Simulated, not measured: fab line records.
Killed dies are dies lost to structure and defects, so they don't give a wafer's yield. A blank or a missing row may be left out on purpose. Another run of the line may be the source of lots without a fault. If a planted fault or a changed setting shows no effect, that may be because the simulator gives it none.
Matching of chambers | flow nand_harc | 3 sister chambers for NHARC_A_CHANNEL_HOLE_D1_DEP_01 on pecvd-04
The step deposits SiON, target thk 140 nm. 6 wafers are shown with their chamber, then 7 later ones without.

== EACH WAFER AND ITS CHAMBER ==
wafer  | chamber | heater_power_w (W)
L933.6 | 1       | 789
L934.2 | 2       | 869
L934.3 | 0       | 732
L934.4 | 0       | 750
L939.1 | 2       | 826
L939.3 | 1       | 729

== WAFERS MISSING THEIR CHAMBER ==
wafer  | heater_power_w (W)
L939.5 | 748
L937.1 | 830
L937.3 | 839
L937.6 | 828
L940.1 | 850
L940.2 | 765
L940.4 | 802

== WHICH CHAMBER EACH ONE RAN IN ==
wafer  | from the rows above          | in truth
L939.5 | can't be placed: 0 or 1      | 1
L937.1 | can't be placed: 2 or 1      | 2
L937.3 | 2                            | 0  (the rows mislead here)
L937.6 | can't be placed: 2 or 1      | 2
L940.1 | 2                            | 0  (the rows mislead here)
L940.2 | can't be placed: 1 or 0      | 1
L940.4 | can't be placed: 1 or 2 or 0 | 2
Correctly placed: 0 of 7. These rows do not allow placing 5 (true chamber among the candidates in 5). Placed wrongly: 2.
How it was worked out, from the rows above alone: a wafer's distance from a chamber is the root of the sum, over the readings, of the square of ((its reading less the chamber's mean) divided by the reading's scatter). If the next closest chamber is less than 2 further off than the closest, the wafer can't be placed; otherwise it belongs to the closest. For every chamber, the mean is computed from those of its wafers that are shown. The scatter is the square root of a quotient: the sum, over the shown wafers, of each reading's squared deviation from its chamber's mean, divided by wafers minus chambers.
